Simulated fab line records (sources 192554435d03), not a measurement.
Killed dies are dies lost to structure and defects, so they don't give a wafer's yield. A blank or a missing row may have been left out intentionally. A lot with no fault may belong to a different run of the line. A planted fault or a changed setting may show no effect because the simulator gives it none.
Which of the tools did it? + flow n5 finfet + 72 wafers from 24 lots sampled at 6 of the route's 1938 steps

## WHAT EACH GAUGE READ, for each wafer
N5_BEOL_M3_THK_MEAS_01. Usual: M3_ILD_THK typically reads 79.0 nm, with standard deviation 0.91.
| lot  | measured     | on            | M3_ILD_THK (nm) | flag |
|------|--------------|---------------|-----------------|------|
| L074 | day 7 11:14  | film metro-02 | 78.8 78.4 79.1  |      |
| L075 | day 7 13:04  | film metro-02 | 78.2 79.1 79.6  |      |
| L076 | day 7 15:22  | film metro-02 | 79.0 80.1 81.0  |      |
| L077 | day 7 16:01  | film metro-02 | 78.3 80.4 79.4  |      |
| L078 | day 7 20:25  | film metro-01 | 79.3 80.2 80.0  |      |
| L079 | day 8 04:35  | film metro-01 | 77.3 78.3 79.5  |      |
| L080 | day 8 16:31  | film metro-02 | 79.5 79.5 79.3  |      |
| L081 | day 9 06:16  | film metro-02 | 77.8 79.2 78.8  |      |
| L083 | day 9 08:06  | film metro-01 | 78.2 79.4 79.6  |      |
| L082 | day 9 09:33  | film metro-01 | 78.3 77.8 79.4  |      |
| L084 | day 9 15:26  | film metro-01 | 81.1 80.3 79.4  |      |
| L086 | day 9 23:45  | film metro-01 | 78.6 79.6 79.8  |      |
| L087 | day 10 09:59 | film metro-01 | 78.8 78.7 80.2  |      |
| L085 | day 10 11:44 | film metro-02 | 80.3 80.3 80.9  |      |
| L088 | day 11 00:54 | film metro-02 | 78.1 80.0 79.9  |      |
| L089 | day 11 02:52 | film metro-01 | 78.5 79.3 79.2  |      |
| L090 | day 11 05:15 | film metro-02 | 77.4 79.6 79.7  |      |
| L091 | day 11 05:34 | film metro-01 | 78.1 79.0 80.0  |      |
| L093 | day 12 02:05 | film metro-02 | 78.0 78.2 79.6  |      |
| L092 | day 12 02:23 | film metro-01 | 77.4 78.3 79.0  |      |
| L094 | day 12 04:09 | film metro-01 | 76.8 78.2 79.5  |      |
| L095 | day 12 10:47 | film metro-02 | 77.0 78.7 79.0  |      |
| L097 | day 12 14:03 | film metro-02 | 78.0 78.5 78.4  |      |
| L096 | day 13 03:36 | film metro-02 | 79.3 79.3 80.7  |      |

N5_BEOL_M3_CD_MEAS_18: pitch 36 nm, target cd 18 nm. Usual: cd nm 18.0 nm, standard deviation 0.32.
| lot  | measured     | on        | cd nm (nm)     | flag |
|------|--------------|-----------|----------------|------|
| L074 | day 7 12:41  | cd sem-03 | 17.3 17.5 17.9 |      |
| L075 | day 7 15:28  | cd sem-02 | 18.1 18.3 17.4 |      |
| L076 | day 7 16:41  | cd sem-01 | 17.7 18.1 18.0 |      |
| L077 | day 7 23:20  | cd sem-03 | 18.0 18.2 18.5 |      |
| L078 | day 7 23:54  | cd sem-01 | 18.2 18.1 18.3 |      |
| L079 | day 8 07:31  | cd sem-01 | 18.8 18.2 18.8 |      |
| L080 | day 8 18:10  | cd sem-02 | 18.0 18.1 18.4 |      |
| L081 | day 9 09:51  | cd sem-01 | 17.7 17.5 18.1 |      |
| L083 | day 9 10:15  | cd sem-03 | 18.0 17.4 18.0 |      |
| L082 | day 9 11:38  | cd sem-02 | 18.6 17.7 18.4 |      |
| L084 | day 9 17:35  | cd sem-01 | 18.1 17.6 17.7 |      |
| L086 | day 10 01:43 | cd sem-02 | 17.5 18.1 17.7 |      |
| L087 | day 10 11:53 | cd sem-01 | 18.6 18.4 17.9 |      |
| L085 | day 10 14:05 | cd sem-01 | 17.8 17.9 18.4 |      |
| L088 | day 11 02:22 | cd sem-01 | 17.8 17.8 18.0 |      |
| L089 | day 11 05:42 | cd sem-01 | 18.2 18.1 17.5 |      |
| L090 | day 11 08:37 | cd sem-01 | 18.0 18.3 18.7 |      |
| L091 | day 11 08:50 | cd sem-01 | 18.1 17.2 17.6 |      |
| L093 | day 12 05:25 | cd sem-02 | 17.8 18.2 17.6 |      |
| L092 | day 12 05:29 | cd sem-01 | 18.3 18.4 17.6 |      |
| L094 | day 12 06:07 | cd sem-03 | 18.4 18.4 18.1 |      |
| L095 | day 12 12:28 | cd sem-02 | 17.8 17.9 17.6 |      |
| L097 | day 12 19:14 | cd sem-01 | 17.7 18.0 17.9 |      |
| L096 | day 13 05:31 | cd sem-02 | 18.0 18.2 18.3 |      |

N5_BEOL_M3_OCD_MEAS_38. Usual: trench depth nm 55.5 nm, standard deviation 0.83.
| lot  | measured     | on     | trench depth nm (nm) | flag |
|------|--------------|--------|----------------------|------|
| L074 | day 8 00:01  | ocd-02 | 55.6 54.3 55.8       |      |
| L075 | day 8 06:19  | ocd-01 | 54.1 54.8 54.5       |      |
| L076 | day 8 06:17  | ocd-02 | 56.3 56.6 56.9       |      |
| L077 | day 8 06:43  | ocd-01 | 53.8 55.4 55.5       |      |
| L078 | day 8 12:01  | ocd-01 | 55.4 54.7 55.2       |      |
| L079 | day 8 16:34  | ocd-02 | 55.8 54.9 55.1       |      |
| L080 | day 8 19:56  | ocd-02 | 55.4 55.3 56.3       |      |
| L081 | day 9 14:51  | ocd-02 | 56.1 54.8 56.2       |      |
| L083 | day 9 19:28  | ocd-01 | 54.7 55.1 55.2       |      |
| L082 | day 9 22:30  | ocd-01 | 55.3 54.9 55.3       |      |
| L084 | day 9 22:28  | ocd-01 | 56.1 55.5 55.9       |      |
| L086 | day 10 10:32 | ocd-02 | 56.9 55.6 55.6       |      |
| L087 | day 11 01:15 | ocd-01 | 55.7 54.7 55.6       |      |
| L085 | day 11 04:25 | ocd-01 | 54.3 54.9 54.4       |      |
| L088 | day 11 10:10 | ocd-01 | 55.2 55.4 56.9       |      |
| L089 | day 11 13:42 | ocd-01 | 57.5 56.0 57.3       |      |
| L090 | day 11 14:54 | ocd-02 | 55.7 54.5 56.3       |      |
| L091 | day 11 15:21 | ocd-01 | 54.3 54.9 53.4       |      |
| L093 | day 12 23:40 | ocd-01 | 55.8 56.9 55.6       |      |
| L092 | day 12 12:59 | ocd-01 | 56.5 56.6 54.8       |      |
| L094 | day 12 18:54 | ocd-01 | 55.1 56.9 54.0       |      |
| L095 | day 13 05:06 | ocd-01 | 55.3 54.3 54.1       |      |
| L097 | day 13 02:40 | ocd-01 | 56.7 54.2 56.0       |      |
| L096 | day 13 10:17 | ocd-01 | 55.2 56.7 56.3       |      |

## WHICH TOOL RAN EACH LOT (tool, then ch and the chambers of the sampled wafers, then the start)
| lot  | N5_BEOL_M3_ILD_DEP_00          | N5_BEOL_M3_VIA_ETCH_34             | N5_BEOL_M3_STRIP_36                |
|------|--------------------------------|------------------------------------|------------------------------------|
| L074 | pecvd-03 ch 0,1, day 7 11:11   | rie diel-06 ch 1,2,3, day 7 23:45  | rie diel-06 ch 1,2,3, day 7 23:49  |
| L075 | pecvd-01 ch 0,1,2, day 7 13:00 | rie diel-06 ch 0,2, day 8 06:04    | rie diel-06 ch 0,2, day 8 06:08    |
| L076 | pecvd-03 ch 1,2, day 7 15:17   | rie diel-04 ch 0,3, day 8 06:02    | rie diel-04 ch 0,3, day 8 06:05    |
| L077 | pecvd-04 ch 0,2, day 7 15:56   | rie diel-06 ch 0,2,3, day 8 06:28  | rie diel-06 ch 0,2,3, day 8 06:32  |
| L078 | pecvd-04 ch 0,1, day 7 20:22   | rie diel-03 ch 1,3, day 8 11:46    | rie diel-03 ch 1,3, day 8 11:49    |
| L079 | pecvd-01 ch 0,1,2, day 8 04:32 | rie diel-03 ch 0,2, day 8 16:19    | rie diel-03 ch 0,2, day 8 16:22    |
| L080 | pecvd-03 ch 0, day 8 16:25     | rie diel-06 ch 0,1,3, day 8 19:41  | rie diel-06 ch 0,1,3, day 8 19:44  |
| L081 | pecvd-03 ch 0,2, day 9 06:11   | rie diel-06 ch 1,2,3, day 9 14:35  | rie diel-06 ch 1,2,3, day 9 14:39  |
| L083 | pecvd-01 ch 0,1, day 9 08:01   | rie diel-04 ch 0,1, day 9 19:12    | rie diel-04 ch 0,1, day 9 19:16    |
| L082 | pecvd-04 ch 0,1, day 9 09:29   | rie diel-06 ch 0,1,2, day 9 22:14  | rie diel-06 ch 0,1,2, day 9 22:18  |
| L084 | pecvd-03 ch 0,1,2, day 9 15:23 | rie diel-04 ch 1,2,3, day 9 22:12  | rie diel-04 ch 1,2,3, day 9 22:16  |
| L086 | pecvd-01 ch 0,1,2, day 9 23:41 | rie diel-04 ch 1,2, day 10 10:17   | rie diel-04 ch 1,2, day 10 10:20   |
| L087 | pecvd-03 ch 1,2, day 10 09:55  | rie diel-03 ch 0,1, day 11 00:59   | rie diel-03 ch 0,1, day 11 01:03   |
| L085 | pecvd-04 ch 0,1, day 10 11:40  | rie diel-06 ch 0,2,3, day 11 04:10 | rie diel-06 ch 0,2,3, day 11 04:14 |
| L088 | pecvd-01 ch 0,2, day 11 00:49  | rie diel-03 ch 0,1,3, day 11 09:55 | rie diel-03 ch 0,1,3, day 11 09:58 |
| L089 | pecvd-03 ch 1,2, day 11 02:47  | rie diel-03 ch 0,3, day 11 13:26   | rie diel-03 ch 0,3, day 11 13:30   |
| L090 | pecvd-03 ch 1,2, day 11 05:11  | rie diel-03 ch 0,1,2, day 11 14:38 | rie diel-03 ch 0,1,2, day 11 14:42 |
| L091 | pecvd-03 ch 0,2, day 11 05:29  | rie diel-03 ch 1,2,3, day 11 15:05 | rie diel-03 ch 1,2,3, day 11 15:09 |
| L093 | pecvd-01 ch 0,2, day 12 02:01  | rie diel-04 ch 2,3, day 12 23:24   | rie diel-04 ch 2,3, day 12 23:28   |
| L092 | pecvd-03 ch 0,1, day 12 02:19  | rie diel-03 ch 0,1,2, day 12 12:44 | rie diel-03 ch 0,1,2, day 12 12:48 |
| L094 | pecvd-01 ch 1,2, day 12 04:05  | rie diel-03 ch 0,1,2, day 12 18:39 | rie diel-03 ch 0,1,2, day 12 18:43 |
| L095 | pecvd-01 ch 1, day 12 10:43    | rie diel-06 ch 0,2,3, day 13 04:50 | rie diel-06 ch 0,2,3, day 13 04:55 |
| L097 | pecvd-01 ch 1,2, day 12 13:59  | rie diel-03 ch 0,2,3, day 13 02:24 | rie diel-03 ch 0,2,3, day 13 02:28 |
| L096 | pecvd-03 ch 1,2, day 13 03:32  | rie diel-03 ch 1,2, day 13 10:01   | rie diel-03 ch 1,2, day 13 10:05   |
- N5_BEOL_M3_ILD_DEP_00: deposits SiOC from DEMS/O2, target thk 79 nm, time 15.3 s.
- N5_BEOL_M3_VIA_ETCH_34: etches the open film in C4F6/O2, target depth 69.4 nm, time 65.9 s.
- N5_BEOL_M3_STRIP_36: strips in N2/H2.

## AS READ BY THE TOOLS THEMSELVES (means over the sampled wafers that have a number; for cases with no such wafer, the mark the record gives instead)
N5_BEOL_M3_ILD_DEP_00. Usual: heater power outer w 257 W, standard deviation 31; heater power w 468 W, standard deviation 57; showerhead plenum p Torr 5.690 Torr, standard deviation 0.014; throttle valve pct 11.9 %, standard deviation 0.86.
| lot  | tool     | heater power outer w (W) | heater power w (W) | showerhead plenum p Torr (Torr) | throttle valve pct (%) | flag |
|------|----------|--------------------------|--------------------|---------------------------------|------------------------|------|
| L074 | pecvd-03 | 244                      | 434                | 5.690                           | 12.5                   |      |
| L075 | pecvd-01 | 271                      | 479                | 5.683                           | 12.3                   |      |
| L076 | pecvd-03 | 212                      | 434                | 5.702                           | 12.1                   |      |
| L077 | pecvd-04 | 254                      | 495                | 5.670                           | 11.7                   |      |
| L078 | pecvd-04 | 262                      | 508                | 5.695                           | 11.5                   |      |
| L079 | pecvd-01 | 263                      | 472                | 5.680                           | 12.3                   |      |
| L080 | pecvd-03 | 276                      | 447                | 5.696                           | 12.2                   |      |
| L081 | pecvd-03 | 256                      | 460                | 5.700                           | 11.0                   |      |
| L083 | pecvd-01 | 252                      | 430                | 5.672                           | 12.7                   |      |
| L082 | pecvd-04 | 229                      | 465                | 5.692                           | 11.4                   |      |
| L084 | pecvd-03 | 221                      | 418                | 5.693                           | 12.0                   |      |
| L086 | pecvd-01 | 280                      | 500                | 5.683                           | 12.3                   |      |
| L087 | pecvd-03 | 283                      | 514                | 5.704                           | 11.4                   |      |
| L085 | pecvd-04 | 221                      | 423                | 5.691                           | 11.6                   |      |
| L088 | pecvd-01 | 244                      | 423                | 5.675                           | 13.0                   |      |
| L089 | pecvd-03 | 268                      | 505                | 5.704                           | 11.4                   |      |
| L090 | pecvd-03 | 265                      | 510                | 5.696                           | 12.1                   |      |
| L091 | pecvd-03 | 280                      | 493                | 5.699                           | 11.1                   |      |
| L093 | pecvd-01 | 266                      | 456                | 5.680                           | 12.9                   |      |
| L092 | pecvd-03 | 264                      | 462                | 5.699                           | 12.4                   |      |
| L094 | pecvd-01 | 269                      | 497                | 5.677                           | 11.6                   |      |
| L095 | pecvd-01 | 260                      | 495                | 5.682                           | 11.3                   |      |
| L097 | pecvd-01 | 286                      | 526                | 5.681                           | 11.4                   |      |
| L096 | pecvd-03 | 229                      | 448                | 5.706                           | 11.5                   |      |

N5_BEOL_M3_VIA_ETCH_34. Usual: drypump motor current A 5.8 A, standard deviation 0.41; oes_ar_750_au 0.79 a.u., standard deviation 0.088; oes product au 0.79 a.u., standard deviation 0.093; rf vpp V 670 V, standard deviation 5.5; showerhead plenum p Torr 2.83 Torr, standard deviation 0.091; throttle valve pct 30.7 %, standard deviation 0.31.
| lot  | tool        | drypump motor current A (A) | oes_ar_750_au (a.u.) | oes product au (a.u.) | rf vpp V (V) | showerhead plenum p Torr (Torr) | throttle valve pct (%) | flag |
|------|-------------|-----------------------------|----------------------|-----------------------|--------------|---------------------------------|------------------------|------|
| L074 | rie diel-06 | 5.9                         | 0.74                 | 0.74                  | 670          | 2.73                            | 30.8                   |      |
| L075 | rie diel-06 | 5.5                         | 0.73                 | 0.73                  | 669          | 2.81                            | 31.2                   |      |
| L076 | rie diel-04 | 5.7                         | 0.86                 | 0.87                  | 661          | 2.93                            | 30.5                   |      |
| L077 | rie diel-06 | 5.8                         | 0.72                 | 0.72                  | 671          | 2.80                            | 31.0                   |      |
| L078 | rie diel-03 | 6.4                         | 0.78                 | 0.78                  | 670          | 2.78                            | 30.7                   |      |
| L079 | rie diel-03 | 5.5                         | 0.78                 | 0.79                  | 674          | 2.91                            | 30.5                   |      |
| L080 | rie diel-06 | 5.9                         | 0.72                 | 0.72                  | 673          | 2.79                            | 30.9                   |      |
| L081 | rie diel-06 | 5.9                         | 0.73                 | 0.73                  | 669          | 2.73                            | 30.8                   |      |
| L083 | rie diel-04 | 5.7                         | 0.83                 | 0.82                  | 659          | 2.84                            | 30.6                   |      |
| L082 | rie diel-06 | 5.6                         | 0.73                 | 0.73                  | 670          | 2.80                            | 31.1                   |      |
| L084 | rie diel-04 | 5.8                         | 0.83                 | 0.84                  | 664          | 2.94                            | 30.7                   |      |
| L086 | rie diel-04 | 5.7                         | 0.80                 | 0.79                  | 665          | 2.93                            | 30.8                   |      |
| L087 | rie diel-03 | 5.6                         | 0.89                 | 0.89                  | 670          | 2.88                            | 30.5                   |      |
| L085 | rie diel-06 | 5.8                         | 0.70                 | 0.70                  | 671          | 2.79                            | 31.0                   |      |
| L088 | rie diel-03 | 6.0                         | 0.82                 | 0.81                  | 670          | 2.82                            | 30.6                   |      |
| L089 | rie diel-03 | 5.9                         | 0.89                 | 0.91                  | 670          | 2.85                            | 30.4                   |      |
| L090 | rie diel-03 | 5.6                         | 0.84                 | 0.85                  | 673          | 2.87                            | 30.6                   |      |
| L091 | rie diel-03 | 5.9                         | 0.78                 | 0.79                  | 673          | 2.82                            | 30.8                   |      |
| L093 | rie diel-04 | 5.8                         | 0.84                 | 0.85                  | 664          | 2.95                            | 30.6                   |      |
| L092 | rie diel-03 | 5.6                         | 0.83                 | 0.84                  | 674          | 2.87                            | 30.6                   |      |
| L094 | rie diel-03 | 5.6                         | 0.83                 | 0.84                  | 673          | 2.87                            | 30.6                   |      |
| L095 | rie diel-06 | 5.8                         | 0.70                 | 0.69                  | 670          | 2.79                            | 31.0                   |      |
| L097 | rie diel-03 | 5.8                         | 0.84                 | 0.86                  | 671          | 2.84                            | 30.6                   |      |
| L096 | rie diel-03 | 5.5                         | 0.81                 | 0.81                  | 674          | 2.86                            | 30.8                   |      |

N5_BEOL_M3_STRIP_36. Usual: drypump motor current A 5.8 A, standard deviation 0.41; oes product au 0.79 a.u., standard deviation 0.093; rf vpp V 59.1 V, standard deviation 1.4; showerhead plenum p Torr 2.53 Torr, standard deviation 0.086; throttle valve pct 23.6 %, standard deviation 0.36.
| lot  | tool        | drypump motor current A (A) | oes product au (a.u.) | rf vpp V (V) | showerhead plenum p Torr (Torr) | throttle valve pct (%) | flag |
|------|-------------|-----------------------------|-----------------------|--------------|---------------------------------|------------------------|------|
| L074 | rie diel-06 | 5.9                         | 0.74                  | 58.6         | 2.43                            | 23.8                   |      |
| L075 | rie diel-06 | 5.5                         | 0.74                  | 58.9         | 2.50                            | 24.2                   |      |
| L076 | rie diel-04 | 5.7                         | 0.87                  | 58.8         | 2.62                            | 23.4                   |      |
| L077 | rie diel-06 | 5.8                         | 0.72                  | 58.3         | 2.49                            | 23.9                   |      |
| L078 | rie diel-03 | 6.4                         | 0.78                  | 58.9         | 2.47                            | 23.5                   |      |
| L079 | rie diel-03 | 5.5                         | 0.79                  | 58.7         | 2.61                            | 23.5                   |      |
| L080 | rie diel-06 | 5.9                         | 0.71                  | 59.5         | 2.49                            | 23.9                   |      |
| L081 | rie diel-06 | 5.9                         | 0.72                  | 58.2         | 2.43                            | 23.8                   |      |
| L083 | rie diel-04 | 5.8                         | 0.82                  | 59.5         | 2.53                            | 23.3                   |      |
| L082 | rie diel-06 | 5.7                         | 0.73                  | 59.7         | 2.50                            | 24.2                   |      |
| L084 | rie diel-04 | 5.8                         | 0.83                  | 59.8         | 2.64                            | 23.7                   |      |
| L086 | rie diel-04 | 5.8                         | 0.80                  | 59.3         | 2.63                            | 23.7                   |      |
| L087 | rie diel-03 | 5.7                         | 0.90                  | 59.8         | 2.57                            | 23.3                   |      |
| L085 | rie diel-06 | 5.8                         | 0.70                  | 60.6         | 2.48                            | 23.9                   |      |
| L088 | rie diel-03 | 6.0                         | 0.82                  | 60.1         | 2.52                            | 23.4                   |      |
| L089 | rie diel-03 | 5.9                         | 0.91                  | 59.6         | 2.55                            | 23.3                   |      |
| L090 | rie diel-03 | 5.6                         | 0.85                  | 59.9         | 2.56                            | 23.5                   |      |
| L091 | rie diel-03 | 5.9                         | 0.80                  | 59.3         | 2.51                            | 23.6                   |      |
| L093 | rie diel-04 | 5.8                         | 0.84                  | 60.8         | 2.64                            | 23.7                   |      |
| L092 | rie diel-03 | 5.5                         | 0.83                  | 58.0         | 2.56                            | 23.6                   |      |
| L094 | rie diel-03 | 5.6                         | 0.83                  | 59.0         | 2.56                            | 23.5                   |      |
| L095 | rie diel-06 | 5.8                         | 0.70                  | 59.0         | 2.48                            | 23.9                   |      |
| L097 | rie diel-03 | 5.8                         | 0.86                  | 58.5         | 2.54                            | 23.5                   |      |
| L096 | rie diel-03 | 5.5                         | 0.81                  | 60.4         | 2.56                            | 23.7                   |      |

## THE ANSWER, worked out from the rows above alone
Rule: lot off if the mean of its wafers having a number is beyond 3 standard deviations from the usual mean. A lot without any number at a reading at which 4 lots or more have one is off too. Any other lot the step has rows for is counted as sound. First the gauges in route order, then the tools' own readings, where a lot's mean is used as printed above. The first step at which some lot is off is used, and at that step the reading that is off furthest; a lot without a number counts as furthest.
Nothing can be told from this: no lot is off at any reading shown.

## WHAT HAD BEEN PUT IN BY THE SIMULATOR
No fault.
